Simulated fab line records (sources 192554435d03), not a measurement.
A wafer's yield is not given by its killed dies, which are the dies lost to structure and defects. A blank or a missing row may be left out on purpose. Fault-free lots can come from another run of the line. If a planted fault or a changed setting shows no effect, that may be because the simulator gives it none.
fab line records | flow n5Finfet
record lots=7 | wafers=21
route steps=1938 shown MOL_CONTACT_COAG@519 BEOL_M0_CUTY@705 BEOL_M0@715 BEOL_M1@800 BEOL_M2@870
startH: start of the lot's first displayed wafer, in hours after the record's first day | waitH: how many hours have passed since the lot's step before this one | " unchanged from the row above | L1.1+2: one row covering several wafers at once | - no value, or no start was given | * or withheld: withheld | < > ~ a bound
route shown NAME@n: NAME is a module with steps in the file, n the number in the route of the first one | usual: mean/standard deviation taken from wafers without a fault | same: alike in all rows | chamber/n: place in a boat | sites: readings site by site | _std_site: how widely they spread, as a standard deviation | _edge_site: mean of outer sites minus mean of inner sites | radiusMm: how far each site lies from the wafer's centre | mask NAME#n: copy n | behind: the tool/chamber that last shaped the wafer | hold: reason for holding the lot/hours on hold/outcome of the hold | device: whichever transistor did not switch (one of n, p or np) | end of line: tests of these same wafers at the route's end | step lacking rows: just its recipe | killed: dies lost to structure and defects at the first sort, not the wafer's yield | map: a wafer's dies, marking killed ones x, the rest . and places with no die _
set.NAME: the setting as run; set.NAME@STEP: as run at that earlier step | model.NAME: the simulator's own value behind a step, which no gauge read
one table per step and one row per wafer, for lots whose settings were changed on purpose
## steps
# step N5_MOL_CONTACT_COAG_COAT_58
# recipe resist=underlayer | tempC=205 | timeS=60 | spinRpm=1500 | resistThkNm=10
lot.wafer  | tool          | chamber | startH | waitH | set.spinRpm | model.underlayer_of_MOL_CONTACT_COAG_COAT_58.thkNm
L074.1+2+5 | lithoTrack-03 | 0       | -      | -     | 1500        | 10
L079.1+4   | lithoTrack-05 | 0       | -      | -     | 1500        | 10
L079.3     | "             | 0       | "      | "     | 1387        | 10.4
L087.1+4+6 | lithoTrack-05 | 0       | -      | -     | 1500        | 10
L088.3+5   | lithoTrack-05 | 0       | -      | -     | 1423        | 10.2
L088.4     | "             | 0       | "      | "     | 1500        | 10
L089.3     | lithoTrack-02 | 0       | -      | -     | 1500        | 10
L089.5+6   | "             | 0       | "      | "     | 1633        | 9.6
L094.1     | lithoTrack-03 | 0       | -      | -     | 1500        | 10
L094.2+4   | "             | 0       | "      | "     | 1398        | 10.4
L097.1+6   | lithoTrack-02 | 0       | -      | -     | 1374        | 10.6
L097.2     | "             | 0       | "      | "     | 1374        | 10.4
# step N5_MOL_CONTACT_COAG_COAT_02
# recipe resist=CAR-EUV | spinRpm=1500 | resistThkNm=30
# step N5_MOL_CONTACT_COAG_EBR_04
# recipe solvent=PGMEA | ebrWidthMm=1.5
# step N5_MOL_CONTACT_COAG_DESCUM_13
# recipe chemistry=O2 | timeS=7 | sourcePowerW=50 | biasPowerW=20 | pressureMtorr=20 | rfFrequencyHz=2.712e+07 | tempC=40 | resist=CAR-EUV | o2FlowSccm=225
# step N5_MOL_CONTACT_COAG_ETCH_59
# recipe chemistry=N2/H2 | target=underlayer | targetDepthA=130 | maskMaterial=CAR-EUV | timeS=10.4 | ionEnergyEv=200 | pressureMtorr=30 | sourceW=840 | biasW=150 | n2FlowSccm=200 | h2FlowSccm=200 | ends=cleared
lot.wafer | tool       | chamber | startH | waitH | set.spinRpm@MOL_CONTACT_COAG_COAT_58 | model.etch.depthNm
L074.1    | rieDiel-05 | 1       | 87.27  | 0.0   | 1500                                 | 9.998
L074.2    | "          | 3       | "      | "     | 1500                                 | 10.02
L074.5    | "          | 3       | "      | "     | 1500                                 | 10
L079.1+4  | rieDiel-02 | 1,2     | 116.70 | 0.0   | 1500                                 | 10.01
L079.3    | "          | 0       | "      | "     | 1387                                 | 10.4
L087.1    | rieDiel-02 | 1       | 186.83 | 0.0   | 1500                                 | 9.987
L087.4    | "          | 0       | "      | "     | 1500                                 | 10
L087.6    | "          | 0       | "      | "     | 1500                                 | 9.992
L088.3    | rieDiel-06 | 0       | 189.07 | 0.0   | 1423                                 | 10.27
L088.4    | "          | 1       | "      | "     | 1500                                 | 9.966
L088.5    | "          | 3       | "      | "     | 1423                                 | 10.25
L089.3    | rieDiel-02 | 1       | 190.41 | 0.0   | 1500                                 | 9.985
L089.5    | "          | 1       | "      | "     | 1633                                 | 9.569
L089.6    | "          | 2       | "      | "     | 1633                                 | 9.575
L094.1    | rieDiel-05 | 1       | 208.54 | 0.0   | 1500                                 | 10.04
L094.2    | "          | 0       | "      | "     | 1398                                 | 10.35
L094.4    | "          | 1       | "      | "     | 1398                                 | 10.34
L097.1+6  | rieDiel-05 | 2       | 234.12 | 0.0   | 1374                                 | 10.51
L097.2    | "          | 0       | "      | "     | 1374                                 | 10.46
# step N5_MOL_CONTACT_COAG_ALD_27
# recipe material=SiOC | targetThkA=170 | tempC=400 | aldPrecursorFamily=carbosiloxane | aldCoReactant=H2-plasma | pulseTimeS=1.5 | timeS=2720 | purgeTimeS=2 | coReactantPurgeTimeS=2 | aldCycles=340 | pressureTorr=2
lot.wafer  | tool      | chamber | startH | waitH | set.aldCycles | model.SiOC_of_MOL_CONTACT_COAG_ALD_27.thkNm
L074.1+2+5 | aldSin-03 | 0,1,1   | 98.02  | 0.0   | 340           | 17
L079.1+3+4 | aldSin-03 | 0,3,1   | 122.68 | 0.7   | 340           | 17
L087.1+4+6 | aldSin-01 | 1,2,2   | 195.69 | 0.0   | 340           | 17
L088.3+4+5 | aldSin-04 | 3,2,2   | 196.53 | 0.5   | 340           | 17
L089.3+5   | aldSin-01 | 2,1     | 197.23 | 0.9   | 340           | 17
L089.6     | "         | 2       | "      | "     | 357           | 17.8
L094.1     | aldSin-03 | 2       | 214.30 | 0.0   | 340           | 16.8
L094.2     | "         | 1       | "      | "     | 340           | 17
L094.4     | "         | 3       | "      | "     | 285           | 14.2
L097.1+2+6 | aldSin-03 | 0,3,2   | 240.03 | 0.0   | 340           | 17
# step N5_MOL_CONTACT_COAG_COAT_76
# recipe resist=SiARC | tempC=220 | timeS=60 | spinRpm=1500 | resistThkNm=10
lot.wafer  | tool          | chamber | startH | waitH | set.spinRpm | model.SiARC_of_MOL_CONTACT_COAG_COAT_76.thkNm
L074.1+2+5 | lithoTrack-03 | 0       | -      | -     | 1500        | 10
L079.1     | lithoTrack-03 | 0       | -      | -     | 1500        | 10
L079.3+4   | "             | 0       | "      | "     | 1566        | 9.8
L087.1+4+6 | lithoTrack-02 | 0       | -      | -     | 1500        | 10
L088.3+4   | lithoTrack-05 | 0       | -      | -     | 1500        | 10
L088.5     | "             | 0       | "      | "     | 1551        | 9.8
L089.3+6   | lithoTrack-02 | 0       | -      | -     | 1647        | 9.6
L089.5     | "             | 0       | "      | "     | 1500        | 10
L094.1+2   | lithoTrack-03 | 0       | -      | -     | 1342        | 10.6
L094.4     | "             | 0       | "      | "     | 1500        | 10
L097.1+2   | lithoTrack-03 | 0       | -      | -     | 1500        | 10
L097.6     | "             | 0       | "      | "     | 1384        | 10.4
# step N5_MOL_CONTACT_COAG_COAT_77
# recipe resist=underlayer | tempC=205 | timeS=60 | spinRpm=1500 | resistThkNm=10
# step N5_MOL_CONTACT_COAG_COAT_78
# recipe resist=CAR-EUV | spinRpm=1500 | resistThkNm=40
# step N5_MOL_CONTACT_COAG_DESCUM_88
# recipe chemistry=O2 | timeS=7 | sourcePowerW=50 | biasPowerW=20 | pressureMtorr=20 | rfFrequencyHz=2.712e+07 | tempC=40 | resist=CAR-EUV | o2FlowSccm=225
# step N5_MOL_CONTACT_COAG_ETCH_89
# recipe chemistry=N2/H2 | target=underlayer | targetDepthA=130 | maskMaterial=CAR-EUV | timeS=10.4 | ionEnergyEv=200 | pressureMtorr=30 | sourceW=840 | biasW=150 | n2FlowSccm=200 | h2FlowSccm=200 | ends=cleared
# step N5_MOL_CONTACT_COAG_ETCH_90
# recipe chemistry=CF4 | target=SiARC | targetDepthA=130 | maskMaterial=CAR-EUV | timeS=21.7 | ionEnergyEv=80 | pressureMtorr=40 | sourceW=545 | biasW=36 | Ar_flow_sccm=100 | cf4FlowSccm=100 | ends=cleared
lot.wafer | tool       | chamber | startH | waitH | set.spinRpm@MOL_CONTACT_COAG_COAT_76 | model.etch.depthNm
L074.1    | rieDiel-06 | 3       | 101.94 | 0.0   | 1500                                 | 10.09
L074.2    | "          | 2       | "      | "     | 1500                                 | 10.03
L074.5    | "          | 1       | "      | "     | 1500                                 | 10.05
L079.1    | rieDiel-02 | 3       | 125.74 | 0.0   | 1500                                 | 10.04
L079.3    | "          | 2       | "      | "     | 1566                                 | 9.834
L079.4    | "          | 0       | "      | "     | 1566                                 | 9.854
L087.1    | rieDiel-02 | 3       | 200.59 | 0.0   | 1500                                 | 9.984
L087.4    | "          | 0       | "      | "     | 1500                                 | 10.02
L087.6    | "          | 0       | "      | "     | 1500                                 | 10
L088.3    | rieDiel-05 | 0       | 201.43 | 0.0   | 1500                                 | 10.03
L088.4    | "          | 1       | "      | "     | 1500                                 | 10.02
L088.5    | "          | 0       | "      | "     | 1551                                 | 9.842
L089.3    | rieDiel-02 | 0       | 201.54 | 0.0   | 1647                                 | 9.511
L089.5    | "          | 1       | "      | "     | 1500                                 | 9.97
L089.6    | "          | 2       | "      | "     | 1647                                 | 9.531
L094.1    | rieDiel-05 | 0       | 218.85 | 0.0   | 1342                                 | 10.56
L094.2    | "          | 1       | "      | "     | 1342                                 | 10.57
L094.4    | "          | 2       | "      | "     | 1500                                 | 10.01
L097.1    | rieDiel-06 | 3       | 243.16 | 0.0   | 1500                                 | 9.988
L097.2    | "          | 0       | "      | "     | 1500                                 | 10.02
L097.6    | "          | 0       | "      | "     | 1384                                 | 10.43
# step N5_MOL_CONTACT_COAG_COAT_63
# recipe resist=SiARC | tempC=220 | timeS=60 | spinRpm=1500 | resistThkNm=10
lot.wafer  | tool          | chamber | startH | waitH | set.spinRpm | model.SiARC_of_MOL_CONTACT_COAG_COAT_63.thkNm
L074.1+2+5 | lithoTrack-03 | 0       | -      | -     | 1500        | 10
L079.1+3+4 | lithoTrack-02 | 0       | -      | -     | 1500        | 10
L087.1+4+6 | lithoTrack-02 | 0       | -      | -     | 1500        | 10
L088.3     | lithoTrack-05 | 0       | -      | -     | 1359        | 10.6
L088.4+5   | "             | 0       | "      | "     | 1500        | 10
L089.3+6   | lithoTrack-02 | 0       | -      | -     | 1500        | 10
L089.5     | "             | 0       | "      | "     | 1339        | 10.6
L094.1+4   | lithoTrack-03 | 0       | -      | -     | 1399        | 10.4
L094.2     | "             | 0       | "      | "     | 1500        | 10
L097.1+6   | lithoTrack-03 | 0       | -      | -     | 1500        | 10
L097.2     | "             | 0       | "      | "     | 1401        | 10.4
# step N5_MOL_CONTACT_COAG_COAT_64
# recipe resist=underlayer | tempC=205 | timeS=60 | spinRpm=1500 | resistThkNm=10
# step N5_MOL_CONTACT_COAG_COAT_34
# recipe resist=CAR-EUV | spinRpm=1500 | resistThkNm=40
# step N5_MOL_CONTACT_COAG_DESCUM_45
# recipe chemistry=O2 | timeS=7 | sourcePowerW=50 | biasPowerW=20 | pressureMtorr=20 | rfFrequencyHz=2.712e+07 | tempC=40 | resist=CAR-EUV | o2FlowSccm=225
# step N5_MOL_CONTACT_COAG_ETCH_65
# recipe chemistry=N2/H2 | target=underlayer | targetDepthA=130 | maskMaterial=CAR-EUV | timeS=10.4 | ionEnergyEv=200 | pressureMtorr=30 | sourceW=840 | biasW=150 | n2FlowSccm=200 | h2FlowSccm=200 | ends=cleared
# step N5_MOL_CONTACT_COAG_ETCH_66
# recipe chemistry=CF4 | target=SiARC | targetDepthA=130 | maskMaterial=CAR-EUV | timeS=21.7 | ionEnergyEv=80 | pressureMtorr=40 | sourceW=545 | biasW=36 | Ar_flow_sccm=100 | cf4FlowSccm=100 | ends=cleared
lot.wafer | tool       | chamber | startH | waitH | set.spinRpm@MOL_CONTACT_COAG_COAT_63 | model.etch.depthNm | model.CAR-EUV_of_MOL_CONTACT_COAG_COAT_34.thkNm
L074.1    | rieDiel-05 | 1       | 103.18 | 0.0   | 1500                                 | 10.02              | 16.8
L074.2    | "          | 2       | "      | "     | 1500                                 | 10                 | 17
L074.5    | "          | 1       | "      | "     | 1500                                 | 10.02              | 17
L079.1    | rieDiel-05 | 0       | 127.12 | 0.0   | 1500                                 | 10.01              | 16.8
L079.3    | "          | 3       | "      | "     | 1500                                 | 10.01              | 17
L079.4    | "          | 2       | "      | "     | 1500                                 | 9.999              | 17
L087.1+6  | rieDiel-05 | 0,2     | 203.14 | 0.0   | 1500                                 | 10.02              | 17
L087.4    | "          | 1       | "      | "     | 1500                                 | 10                 | 16.8
L088.3    | rieDiel-05 | 0       | 204.66 | 0.0   | 1359                                 | 10.55              | 16.4
L088.4    | "          | 0       | "      | "     | 1500                                 | 10.06              | 16.8
L088.5    | "          | 1       | "      | "     | 1500                                 | 10.04              | 16.8
L089.3    | rieDiel-02 | 2       | 204.67 | 0.0   | 1500                                 | 10                 | 17
L089.5    | "          | 1       | "      | "     | 1339                                 | 10.63              | 16.4
L089.6    | "          | 0       | "      | "     | 1500                                 | 10.02              | 17
L094.1    | rieDiel-05 | 1       | 220.24 | 0.0   | 1399                                 | 10.36              | 16.6
L094.2    | "          | 3       | "      | "     | 1500                                 | 10.01              | 17
L094.4    | "          | 2       | "      | "     | 1399                                 | 10.35              | 16.8
L097.1    | rieDiel-06 | 1       | 244.59 | 0.0   | 1500                                 | 10.01              | 16.8
L097.2    | "          | 3       | "      | "     | 1401                                 | 10.32              | 16.6
L097.6    | "          | 1       | "      | "     | 1500                                 | 10                 | 16.8
# step N5_MOL_CONTACT_COAG_ALD_133
# recipe material=SiO2 | targetThkA=50 | tempC=100 | aldPrecursorFamily=BDEAS | aldCoReactant=O2-plasma | pulseTimeS=1 | coReactantPulseTimeS=1 | purgeTimeS=2 | coReactantPurgeTimeS=2 | aldCycles=35 | pressureTorr=2
# step N5_MOL_CONTACT_COAG_ETCHBACK_134
# recipe chemistry=CHF3 | target=SiO2 | targetDepthA=100 | timeS=6.7 | ionEnergyEv=200 | pressureMtorr=30 | sourceW=610 | biasW=170 | Ar_flow_sccm=200 | CHF3_flow_sccm=50
# step N5_MOL_CONTACT_COAG_ETCH_67
# recipe chemistry=N2/H2 | target=SOC | targetDepthA=600 | overetchA=210 | maskMaterial=SiARC | tempC=40 | timeS=101.2 | ionEnergyEv=200 | pressureMtorr=30 | sourceW=840 | biasW=150 | n2FlowSccm=200 | h2FlowSccm=200
lot.wafer  | tool       | chamber | startH | waitH | set.spinRpm@MOL_CONTACT_COAG_COAT_63 | model.SiARC_of_MOL_CONTACT_COAG_COAT_63.thkNm
L074.1+2+5 | rieDiel-02 | 2,3,3   | 103.49 | 0.0   | 1500                                 | 5.8
L079.1+3   | rieDiel-06 | 3,2     | 127.57 | 0.0   | 1500                                 | 6
L079.4     | "          | 0       | "      | "     | 1500                                 | 5.6
L087.1     | rieDiel-05 | 0       | 203.79 | 0.0   | 1500                                 | 6.2
L087.4+6   | "          | 1,0     | "      | "     | 1500                                 | 6
L088.3     | rieDiel-05 | 0       | 205.10 | 0.0   | 1359                                 | 6.6
L088.4     | "          | 0       | "      | "     | 1500                                 | 6.2
L088.5     | "          | 2       | "      | "     | 1500                                 | 6
L089.3+6   | rieDiel-02 | 3,2     | 205.13 | 0.0   | 1500                                 | 5.8
L089.5     | "          | 1       | "      | "     | 1339                                 | 6.4
L094.1+4   | rieDiel-02 | 2,3     | 220.55 | 0.0   | 1399                                 | 6.2
L094.2     | "          | 0       | "      | "     | 1500                                 | 5.6
L097.1+6   | rieDiel-02 | 3,1     | 245.01 | 0.0   | 1500                                 | 5.8
L097.2     | "          | 2       | "      | "     | 1401                                 | 6.2
# step N5_BEOL_M0_CUTY_EXPOSE_54
# recipe maskId=M0_ABLK | na=1.35 | sourceShape=conventional | sigmaOuter=0.8 | polarization=unpolarized | doseMj=36
lot.wafer  | tool           | chamber | startH | waitH | mask      | set.doseMj
L074.1+2   | arfiScanner-03 | 0       | 119.02 | -     | M0_ABLK#0 | 33.55
L074.5     | "              | 0       | "      | "     | M0_ABLK#0 | 36
L079.1+4   | arfiScanner-02 | 0       | 143.31 | -     | M0_ABLK#0 | 38.04
L079.3     | "              | 0       | "      | "     | M0_ABLK#0 | 36
L087.1+4+6 | arfiScanner-03 | 0       | 216.00 | -     | M0_ABLK#0 | 36
L088.3     | arfiScanner-03 | 0       | 220.03 | -     | M0_ABLK#0 | 36
L088.4+5   | "              | 0       | "      | "     | M0_ABLK#0 | 37.22
L089.3+5   | arfiScanner-01 | 0       | 221.16 | -     | M0_ABLK#0 | 36
L089.6     | "              | 0       | "      | "     | M0_ABLK#0 | 34.65
L094.1+2+4 | arfiScanner-01 | 0       | 236.86 | -     | M0_ABLK#0 | 36
L097.1     | arfiScanner-01 | 0       | 256.20 | -     | M0_ABLK#0 | 37.96
L097.2+6   | "              | 0       | "      | "     | M0_ABLK#0 | 36
# step N5_BEOL_M0_CUTY_PEB_55
# recipe pebTempC=110 | pebTimeS=60 | resist=CAR-ArF-block
# step N5_BEOL_M0_CUTY_DEVELOP_56
# recipe developTimeS=30 | developer=TMAH | resist=CAR-ArF-block | rinseLiquid=diw | dry=airSpin | devTempC=23
# step N5_BEOL_M0_CUTY_CD_MEAS_57
# recipe targetCdNm=200 | landingEnergyEv=500 | detector=seInlens | polarity=line
# usual cdNm=199.9/0.97
lot.wafer | tool     | chamber | startH | waitH | set.doseMj@BEOL_M0_CUTY_EXPOSE_54 | cdNm
L074.1    | cdSem-02 | 0       | 119.14 | -     | 33.55                             | 202.3
L074.2    | "        | 0       | "      | "     | 33.55                             | 203.1
L074.5    | "        | 0       | "      | "     | 36                                | 197.6
L079.1    | cdSem-01 | 0       | 143.43 | -     | 38.04                             | 194.9
L079.3    | "        | 0       | "      | "     | 36                                | 200.9
L079.4    | "        | 0       | "      | "     | 38.04                             | 194.4
L087.1    | cdSem-03 | 0       | 216.13 | -     | 36                                | 200.3
L087.4    | "        | 0       | "      | "     | 36                                | 201.3
L087.6    | "        | 0       | "      | "     | 36                                | 201.3
L088.3    | cdSem-01 | 0       | 220.14 | -     | 36                                | 201.6
L088.4    | "        | 0       | "      | "     | 37.22                             | 198.6
L088.5    | "        | 0       | "      | "     | 37.22                             | 199.9
L089.3    | cdSem-01 | 0       | 221.27 | -     | 36                                | 200.1
L089.5    | "        | 0       | "      | "     | 36                                | 199.4
L089.6    | "        | 0       | "      | "     | 34.65                             | 201.8
L094.1    | cdSem-01 | 0       | 236.98 | -     | 36                                | 199.6
L094.2    | "        | 0       | "      | "     | 36                                | 197.2
L094.4    | "        | 0       | "      | "     | 36                                | 199.5
L097.1    | cdSem-03 | 0       | 256.32 | -     | 37.96                             | 196.1
L097.2    | "        | 0       | "      | "     | 36                                | 199.1
L097.6    | "        | 0       | "      | "     | 36                                | 198.6
# step N5_BEOL_M0_ETCH_138
# recipe chemistry=CH3F/O2 | targetDepthA=120 | target=SiCN | timeS=31.6 | ionEnergyEv=120 | pressureMtorr=30 | sourceW=395 | biasW=75 | Ar_flow_sccm=150 | CH3F_flow_sccm=30 | O2_flow_sccm=20 | ends=cleared
# usual rfVppV=297.8/1.6
lot.wafer | tool       | chamber | startH | waitH | set.sourceW | rfVppV
L074.1    | rieDiel-02 | 0       | 119.55 | 0.0   | 463.8       | 281.4
L074.2    | "          | 3       | "      | "     | 395         | 297.5
L074.5    | "          | 2       | "      | "     | 463.8       | 282.9
L079.1    | rieDiel-02 | 0       | 143.73 | 0.0   | 395         | 296.9
L079.3    | "          | 2       | "      | "     | 435.6       | 290.7
L079.4    | "          | 3       | "      | "     | 395         | 298.0
L087.1    | rieDiel-02 | 0       | 216.66 | 0.0   | 395         | 296.3
L087.4    | "          | 2       | "      | "     | 395         | 300.1
L087.6    | "          | 0       | "      | "     | 395         | 295.9
L088.3    | rieDiel-02 | 2       | 220.43 | 0.0   | 395         | 300.7
L088.4    | "          | 1       | "      | "     | 395         | 299.1
L088.5    | "          | 1       | "      | "     | 354.6       | 308.1
L089.3    | rieDiel-05 | 1       | 222.13 | 0.0   | 372.5       | 303.3
L089.5    | "          | 0       | "      | "     | 372.5       | 302.5
L089.6    | "          | 3       | "      | "     | 395         | 297.0
L094.1    | rieDiel-02 | 3       | 237.47 | 0.0   | 348.3       | 309.9
L094.2    | "          | 2       | "      | "     | 395         | 300.2
L094.4    | "          | 1       | "      | "     | 348.3       | 310.8
L097.1    | rieDiel-02 | 2       | 256.62 | 0.0   | 395         | 298.5
L097.2    | "          | 1       | "      | "     | 395         | 298.3
L097.6    | "          | 0       | "      | "     | 395         | 296.2
# step N5_BEOL_M1_TRENCH_ETCH_37
# recipe chemistry=C4F6/O2 | targetDepthA=552.07 | target=SiOC | timeS=29 | ionEnergyEv=250 | pressureMtorr=30 | sourceW=355 | biasW=185 | Ar_flow_sccm=300 | C4F6_flow_sccm=10 | O2_flow_sccm=10
lot.wafer | tool       | chamber | startH | waitH | set.timeS | model.etch.depthNm | model.BEOL_M1.featureDepthNm
L074.1    | rieDiel-03 | 2       | -      | -     | 33        | 63.17              | 63.2
L074.2    | "          | 3       | "      | "     | 33        | 62.29              | 62.2
L074.5    | "          | 3       | "      | "     | 29        | 54.79              | 54.8
L079.1    | rieDiel-01 | 1       | -      | -     | 24.58     | 46.4               | 46.4
L079.3    | "          | 2       | "      | "     | 24.58     | 45.84              | 45.8
L079.4    | "          | 2       | "      | "     | 29        | 54.38              | 54.4
L087.1    | rieDiel-04 | 3       | -      | -     | 29        | 54.86              | 54.8
L087.4    | "          | 1       | "      | "     | 29        | 55.73              | 55.8
L087.6    | "          | 3       | "      | "     | 29        | 54.88              | 54.8
L088.3    | rieDiel-03 | 3       | -      | -     | 22.55     | 42.51              | 42.6
L088.4    | "          | 0       | "      | "     | 22.55     | 43.16              | 43.2
L088.5    | "          | 2       | "      | "     | 22.55     | 44.36              | 44.4
L089.3    | rieDiel-03 | 0       | -      | -     | 25.32     | 47.74              | 47.8
L089.5    | "          | 2       | "      | "     | 29        | 56.45              | 56.4
L089.6    | "          | 3       | "      | "     | 25.32     | 47.58              | 47.6
L094.1    | rieDiel-04 | 1       | -      | -     | 29        | 54.92              | 55
L094.2    | "          | 2       | "      | "     | 29        | 54.97              | 55
L094.4    | "          | 2       | "      | "     | 29        | 55.03              | 55
L097.1    | rieDiel-04 | 0       | -      | -     | 29        | 57.09              | 57
L097.2    | "          | 3       | "      | "     | 29        | 55.2               | 55.2
L097.6    | "          | 1       | "      | "     | 29        | 55.23              | 55.2
# step N5_BEOL_M1_ETCH_41
# recipe chemistry=CH3F/O2 | target=SiCN | targetDepthA=319 | taperDeg=2 | timeS=57.8 | ionEnergyEv=120 | maskMaterial=TiN | pressureMtorr=30 | sourceW=395 | biasW=75 | Ar_flow_sccm=150 | CH3F_flow_sccm=30 | O2_flow_sccm=20
# step N5_BEOL_M1_STRIP_97
# recipe chemistry=N2/H2 | timeS=10 | powerW=450 | tempC=40 | pressureMtorr=20 | rfFrequencyHz=6e+07 | biasPowerW=7 | n2FlowSccm=200 | h2FlowSccm=200
# step N5_BEOL_M1_OCD_MEAS_38
# usual trenchDepthNm=55.0/0.9
lot.wafer | tool   | chamber | startH | waitH | set.timeS@BEOL_M1_TRENCH_ETCH_37 | trenchDepthNm
L074.1    | ocd-02 | -       | 127.12 | -     | 33                               | 62.9
L074.2    | "      | -       | "      | "     | 33                               | 62.5
L074.5    | "      | -       | "      | "     | 29                               | 54.8
L079.1    | ocd-02 | -       | 155.69 | -     | 24.58                            | 46.8
L079.3    | "      | -       | "      | "     | 24.58                            | 45.8
L079.4    | "      | -       | "      | "     | 29                               | 54.6
L087.1    | ocd-01 | -       | 225.72 | -     | 29                               | 54.9
L087.4    | "      | -       | "      | "     | 29                               | 55.5
L087.6    | "      | -       | "      | "     | 29                               | 54.7
L088.3    | ocd-01 | -       | 230.04 | -     | 22.55                            | 42.5
L088.4    | "      | -       | "      | "     | 22.55                            | 43.1
L088.5    | "      | -       | "      | "     | 22.55                            | 44.0
L089.3    | ocd-02 | -       | 232.49 | -     | 25.32                            | 47.7
L089.5    | "      | -       | "      | "     | 29                               | 56.0
L089.6    | "      | -       | "      | "     | 25.32                            | 47.4
L094.1    | ocd-01 | -       | 250.14 | -     | 29                               | 55.2
L094.2    | "      | -       | "      | "     | 29                               | 55.0
L094.4    | "      | -       | "      | "     | 29                               | 55.0
L097.1    | ocd-02 | -       | 269.38 | -     | 29                               | 56.6
L097.2    | "      | -       | "      | "     | 29                               | 55.5
L097.6    | "      | -       | "      | "     | 29                               | 55.2
# step N5_BEOL_M2_COAT_22
# recipe resist=CAR-EUV | spinRpm=1500 | resistThkNm=30
lot.wafer  | tool          | chamber | startH | waitH | set.spinRpm | model.CAR-EUV_of_BEOL_M2_COAT_22.thkNm
L074.1     | lithoTrack-04 | 0       | -      | -     | 1500        | 30
L074.2+5   | "             | 0       | "      | "     | 1339        | 31.8
L079.1+3+4 | lithoTrack-02 | 0       | -      | -     | 1500        | 30
L087.1+4+6 | lithoTrack-04 | 0       | -      | -     | 1500        | 30.2
L088.3     | lithoTrack-01 | 0       | -      | -     | 1378        | 31.2
L088.4     | "             | 0       | "      | "     | 1378        | 31
L088.5     | "             | 0       | "      | "     | 1500        | 29.8
L089.3+5   | lithoTrack-02 | 0       | -      | -     | 1500        | 30
L089.6     | "             | 0       | "      | "     | 1570        | 29.4
L094.1+2   | lithoTrack-04 | 0       | -      | -     | 1573        | 29.4
L094.4     | "             | 0       | "      | "     | 1500        | 30.2
L097.1+2   | lithoTrack-02 | 0       | -      | -     | 1500        | 29.8
L097.6     | "             | 0       | "      | "     | 1378        | 31.2
# step N5_BEOL_M2_EBR_24
# recipe solvent=PGMEA | ebrWidthMm=1.5
# step N5_BEOL_M2_SOFTBAKE_23
# recipe tempC=110 | timeS=60 | resist=CAR-EUV
# step N5_BEOL_M2_DESCUM_33
# recipe chemistry=O2 | timeS=7 | sourcePowerW=50 | biasPowerW=20 | pressureMtorr=20 | rfFrequencyHz=2.712e+07 | tempC=40 | resist=CAR-EUV | o2FlowSccm=225
lot.wafer  | tool       | chamber | startH | waitH | set.spinRpm@BEOL_M2_COAT_22 | model.CAR-EUV_of_BEOL_M2_COAT_22.thkNm
L074.1     | rieDiel-05 | 2       | 133.90 | 0.0   | 1500                        | 26
L074.2     | "          | 3       | "      | "     | 1339                        | 28
L074.5     | "          | 0       | "      | "     | 1339                        | 27.8
L079.1+4   | rieDiel-05 | 0,2     | 161.83 | 0.0   | 1500                        | 26.2
L079.3     | "          | 3       | "      | "     | 1500                        | 26
L087.1+4+6 | rieDiel-02 | 3,0,2   | 232.73 | 0.0   | 1500                        | 26.2
L088.3+4   | rieDiel-05 | 1,3     | 237.37 | 0.0   | 1378                        | 27.2
L088.5     | "          | 0       | "      | "     | 1500                        | 25.8
L089.3     | rieDiel-02 | 3       | 238.49 | 0.0   | 1500                        | 26.2
L089.5     | "          | 3       | "      | "     | 1500                        | 26
L089.6     | "          | 0       | "      | "     | 1570                        | 25.4
L094.1     | rieDiel-05 | 0       | 260.11 | 0.0   | 1573                        | 25.6
L094.2     | "          | 1       | "      | "     | 1573                        | 25.4
L094.4     | "          | 3       | "      | "     | 1500                        | 26.2
L097.1+2   | rieDiel-05 | 3,2     | 275.78 | 0.0   | 1500                        | 26
L097.6     | "          | 1       | "      | "     | 1378                        | 27.2
## key
split step=N5_MOL_CONTACT_COAG_COAT_58 | setting=spinRpm | stated=1500 | by=wafer
response step=N5_MOL_CONTACT_COAG_COAT_58 | reading=model.underlayer_of_MOL_CONTACT_COAG_COAT_58.thkNm | change=-0.0496 | per=1% | r=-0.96
response step=N5_MOL_CONTACT_COAG_ETCH_59 | reading=model.etch.depthNm | change=-0.0489 | per=1% | r=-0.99
split step=N5_MOL_CONTACT_COAG_ALD_27 | setting=aldCycles | stated=340 | by=wafer
response step=N5_MOL_CONTACT_COAG_ALD_27 | reading=model.SiOC_of_MOL_CONTACT_COAG_ALD_27.thkNm | change=+0.166 | per=1% | r=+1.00
split step=N5_MOL_CONTACT_COAG_COAT_76 | setting=spinRpm | stated=1500 | by=wafer
response step=N5_MOL_CONTACT_COAG_COAT_76 | reading=model.SiARC_of_MOL_CONTACT_COAG_COAT_76.thkNm | change=-0.05 | per=1% | r=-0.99
response step=N5_MOL_CONTACT_COAG_ETCH_90 | reading=model.etch.depthNm | change=-0.0506 | per=1% | r=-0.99
split step=N5_MOL_CONTACT_COAG_COAT_63 | setting=spinRpm | stated=1500 | by=wafer
response step=N5_MOL_CONTACT_COAG_COAT_63 | reading=model.SiARC_of_MOL_CONTACT_COAG_COAT_63.thkNm | change=-0.0595 | per=1% | r=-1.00
response step=N5_MOL_CONTACT_COAG_ETCH_66 | reading=model.etch.depthNm | change=-0.0541 | per=1% | r=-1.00
response step=N5_MOL_CONTACT_COAG_ETCH_66 | reading=model.CAR-EUV_of_MOL_CONTACT_COAG_COAT_34.thkNm | change=+0.0463 | per=1% | r=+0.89
response step=N5_MOL_CONTACT_COAG_ETCH_67 | reading=model.SiARC_of_MOL_CONTACT_COAG_COAT_63.thkNm | change=-0.0609 | per=1% | r=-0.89
split step=N5_BEOL_M0_CUTY_EXPOSE_54 | setting=doseMj | stated=36 | by=wafer
response step=N5_BEOL_M0_CUTY_CD_MEAS_57 | reading=cdNm | change=-0.754 | per=1% | r=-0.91
split step=N5_BEOL_M0_ETCH_138 | setting=sourceW | stated=395 | by=wafer
response step=N5_BEOL_M0_ETCH_138 | reading=rfVppV | change=-0.839 | per=1% | r=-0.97
split step=N5_BEOL_M1_TRENCH_ETCH_37 | setting=timeS | stated=29 | by=wafer
response step=N5_BEOL_M1_TRENCH_ETCH_37 | reading=model.etch.depthNm | change=+0.594 | per=1% | r=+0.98
response step=N5_BEOL_M1_TRENCH_ETCH_37 | reading=model.BEOL_M1.featureDepthNm | change=+0.593 | per=1% | r=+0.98
response step=N5_BEOL_M1_OCD_MEAS_38 | reading=trenchDepthNm | change=+0.586 | per=1% | r=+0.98
split step=N5_BEOL_M2_COAT_22 | setting=spinRpm | stated=1500 | by=wafer
response step=N5_BEOL_M2_COAT_22 | reading=model.CAR-EUV_of_BEOL_M2_COAT_22.thkNm | change=-0.164 | per=1% | r=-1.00
response step=N5_BEOL_M2_DESCUM_33 | reading=model.CAR-EUV_of_BEOL_M2_COAT_22.thkNm | change=-0.165 | per=1% | r=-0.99
